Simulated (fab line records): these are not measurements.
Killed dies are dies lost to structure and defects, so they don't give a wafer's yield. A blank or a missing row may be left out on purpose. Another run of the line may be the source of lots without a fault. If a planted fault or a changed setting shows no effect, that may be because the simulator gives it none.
A struck lot beside a sound one / flow nand harc / 38 out of 1302 route steps
Sound: wafers L393.1, L393.2, L393.4. Struck: wafer L387.4 (left out: L387.1, a lot-mate that was not struck); the cause follows at the end.
For every step that has rows: the tool of each side, followed by ch and its chambers, followed by its first start. Under that, the readings that differ: sound wafers / struck wafers / difference of the means / sigmas: that difference in standard deviations of wafers without a fault.
alike: a reading whose means differ by less than 2 such deviations, as well as words and numbers matching on both sides. not compared: withheld readings; readings where some wafer has no value; bounds like >300 that might hide an equal value; numbers whose values overlap and for which the record gives no deviation.
The two part at a step that has a row with sigmas, a row that says differs or no value, or rows on one side only. Numbers that don't overlap but have no deviation are shown without sigmas and don't part them. A reading missing from all wafers of one side parts the sides only when that side holds two or more wafers.

first, 10 steps without rows for these wafers: NHARC_A_CHANNEL_HOLE_D2_DEP_00 (deposits aC, target thk 3100 nm); NHARC_A_CHANNEL_HOLE_D2_DEP_01 (deposits SiON, target thk 140 nm); NHARC_A_CHANNEL_HOLE_D2_DEHYDRATE_02 (time 120 s); NHARC_A_CHANNEL_HOLE_D2_HMDS_03 (time 30 s); NHARC_A_CHANNEL_HOLE_D2_COAT_36 (time 75 s); NHARC_A_CHANNEL_HOLE_D2_COAT_37 (time 65 s); NHARC_A_CHANNEL_HOLE_D2_COAT_04 (resist thk 90 nm); NHARC_A_CHANNEL_HOLE_D2_SOFTBAKE_05 (time 55 s); NHARC_A_CHANNEL_HOLE_D2_EBR_06; NHARC_A_CHANNEL_HOLE_D2_EXPOSE_07 (exposes mask HOLE D2, target cd 100 nm).
NHARC_A_CHANNEL_HOLE_D2_PEB_08: peb time 65 s.
  sound on litho track-04 ch 0, day 22 18:22; struck on litho track-01 ch 0, day 19 09:12
reading=heater power total W (W); sound=157.1 157.1 157.2; struck=189.2; difference=+32.1; sigmas=+78
  alike: resist line temp C
then, 1 step without rows for these wafers: NHARC_A_CHANNEL_HOLE_D2_DEVELOP_09 (develop time 35 s).
NHARC_A_CHANNEL_HOLE_D2_CD_MEAS_10 targets a cd of 100 nm.
  sound on cd sem-02 ch 0, day 22 18:26; struck on cd sem-03 ch 0, day 19 09:17
reading=cd nm (nm); sound=100.7 101.0 99.8; struck=89.2; difference=-11.3; sigmas=-22
NHARC_A_CHANNEL_HOLE_D2_DESCUM_15: chemistry O2, time 3 s.
  sound on rie diel-12 ch 0,2, day 22 18:38; struck on rie diel-08 ch 1, day 19 09:28
reading=oes product au (a.u.); sound=1.013 1.012 1.011; struck=0.972; difference=-0.040; sigmas=-3
reading=model.A_CHANNEL_HOLE_D2.cd nm (nm); sound=100.3 99.93 99.94; struck=89.43; difference=-10.63; sigmas=
  alike: drypump motor current A, rf vpp V, showerhead plenum p Torr, throttle valve pct
  not compared: rf hours counter h
then, 16 steps without rows for these wafers: NHARC_A_CHANNEL_HOLE_D2_ETCH_38 (etches the open film in CF4, target depth 39 nm, time 65 s); NHARC_A_CHANNEL_HOLE_D2_ETCH_39 (etches the open film in N2/H2, target depth 260 nm, time 325 s); NHARC_A_CHANNEL_HOLE_D2_ETCH_34 (etches the open film in CF4/CHF3, target depth 154 nm, time 77 s); NHARC_A_CHANNEL_HOLE_D2_ETCH_16 (etches the open film in O2/COS, target depth 3100 nm, time 806 s); NHARC_A_CHANNEL_HOLE_D2_ETCH_19 (etches the open film in C4F8/O2/Ar, time 34.5 s); NHARC_A_CHANNEL_HOLE_D2_ETCH_20 (etches the open film in C4F8/O2/Ar, time 361.9 s, target depth 1600 nm); NHARC_A_CHANNEL_HOLE_D2_ETCH_21 (etches the open film in C4F8/O2/Ar, time 514.3 s, target depth 1600 nm); NHARC_A_CHANNEL_HOLE_D2_ETCH_22 (etches the open film in C4F8/O2/Ar, time 666.7 s, target depth 1600 nm); NHARC_A_CHANNEL_HOLE_D2_ETCH_23 (etches the open film in C4F8/O2/Ar, time 819 s, target depth 1600 nm); NHARC_A_CHANNEL_HOLE_D2_ETCH_24 (etches the open film in C4F8/O2/Ar, time 906.2 s, target depth 1500 nm); NHARC_A_CHANNEL_HOLE_D2_ETCH_25 (etches the open film in C4F8/O2/Ar, time 1040.2 s, target depth 1500 nm); NHARC_A_CHANNEL_HOLE_D2_ETCH_26 (etches the open film in C4F8/O2/Ar, time 224.1 s, target depth 300 nm); NHARC_A_CHANNEL_HOLE_D2_ETCH_27 (etches the open film in C4F8/O2/Ar, time 90 s, target depth 400 nm); NHARC_A_CHANNEL_HOLE_D2_STRIP_41 (strips in N2/H2); NHARC_A_CHANNEL_HOLE_D2_STRIP_42 (strips in CF4/CHF3); NHARC_A_CHANNEL_HOLE_D2_STRIP_43 (strips in O2/COS).
NHARC_A_CHANNEL_HOLE_D2_ETCH_44: etches the open film in CF4/O2, target depth 140 nm, overetch 14 nm, time 77 s.
  sound on rie diel-05 ch 0,1,3, day 23 02:26; struck on rie diel-08 ch 3, day 19 15:26
reading=model.A_CHANNEL_HOLE_D2.cd nm (nm); sound=88.84 90.5 90.34; struck=80.67; difference=-9.22; sigmas=
  alike: drypump motor current A, oes product au, rf vpp V, showerhead plenum p Torr, throttle valve pct
  not compared: rf hours counter h
then, 3 steps without rows for these wafers: NHARC_A_CHANNEL_HOLE_D2_STRIP_28 (strips in O2); NHARC_A_CHANNEL_HOLE_D2_PRECLEAN_29 (cleans in SC1); NHARC_A_CHANNEL_HOLE_D2_SRD_30.
NHARC_A_CHANNEL_HOLE_D2_CD_MEAS_31:
  sound on cd sem-02, day 23 03:22; struck on cd sem-01, day 19 16:20
reading=cd nm (nm); sound=89.1 91.0 91.3; struck=79.8; difference=-10.7; sigmas=-8
NHARC_A_CHANNEL_HOLE_D2_XSEM_32:
  sound on xsem-01 ch 0, day 23 03:27; struck on xsem-02 ch 0, day 19 16:26
reading=bot cd nm (nm); sound=73.2 74.6 74.6; struck=65.1; difference=-9.0; sigmas=-6
  alike: bow nm, tilt deg
-- break in the record here, with 11 days between the starts of the struck wafers on either side (left off in module A_CHANNEL_HOLE_D2, picked up again in module END, where the first step shown is number 1301 on the route) --
NHARC_END_WLT_00:
  sound on prober-01, day 33 15:05; struck on prober-01, day 30 15:47
reading=VT_DECK2_BOTTOM; sound=0.860 0.865 0.860; struck=0.831; difference=-0.031; sigmas=-3
reading=VT_DECK2_BOTTOM_INNER; sound=0.858 0.867 0.862; struck=0.826; difference=-0.036; sigmas=-4
reading=VT_DECK2_MEDIAN_NEAR_BOTTOM; sound=0.867 0.864 0.866; struck=0.839; difference=-0.027; sigmas=-3
reading=VT_DECK2_MEDIAN_NEAR_BOTTOM_INNER; sound=0.864 0.859 0.866; struck=0.832; difference=-0.031; sigmas=-4
reading=VT_DECK2_MIDDLE; sound=0.873 0.876 0.879; struck=0.855; difference=-0.021; sigmas=-3
reading=VT_DECK2_MIDDLE_INNER; sound=0.879 0.875 0.876; struck=0.850; difference=-0.027; sigmas=-3
reading=VT_DECK2_TOP; sound=0.886 0.881 0.892; struck=0.862; difference=-0.024; sigmas=-3
reading=VT_DECK2_TOP_INNER; sound=0.884 0.886 0.883; struck=0.861; difference=-0.023; sigmas=-3
  alike: VT_DECK1_BOTTOM, VT_DECK1_BOTTOM_INNER, VT_DECK1_MEDIAN_NEAR_BOTTOM, VT_DECK1_MEDIAN_NEAR_BOTTOM_INNER, VT_DECK1_MIDDLE, VT_DECK1_MIDDLE_INNER, VT_DECK1_TOP, VT_DECK1_TOP_INNER
NHARC_END_SORT_01:
  sound on prober-01 ch 0, day 33 18:03; struck on prober-01 ch 0, day 30 19:39
reading=killed at periphery; sound=1 1 4; struck=7; difference=+5; sigmas=+2
  alike: killed at array, killed at other, killed dies, killed open, killed short

WHERE THEY PART
Last at NHARC_END_SORT_01 as far as this record goes, first at NHARC_A_CHANNEL_HOLE_D2_PEB_08.

WHY: whatever the simulator had introduced
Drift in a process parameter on litho track-01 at NHARC_A_CHANNEL_HOLE_D2_PEB_08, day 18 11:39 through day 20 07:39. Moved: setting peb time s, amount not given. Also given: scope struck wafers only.
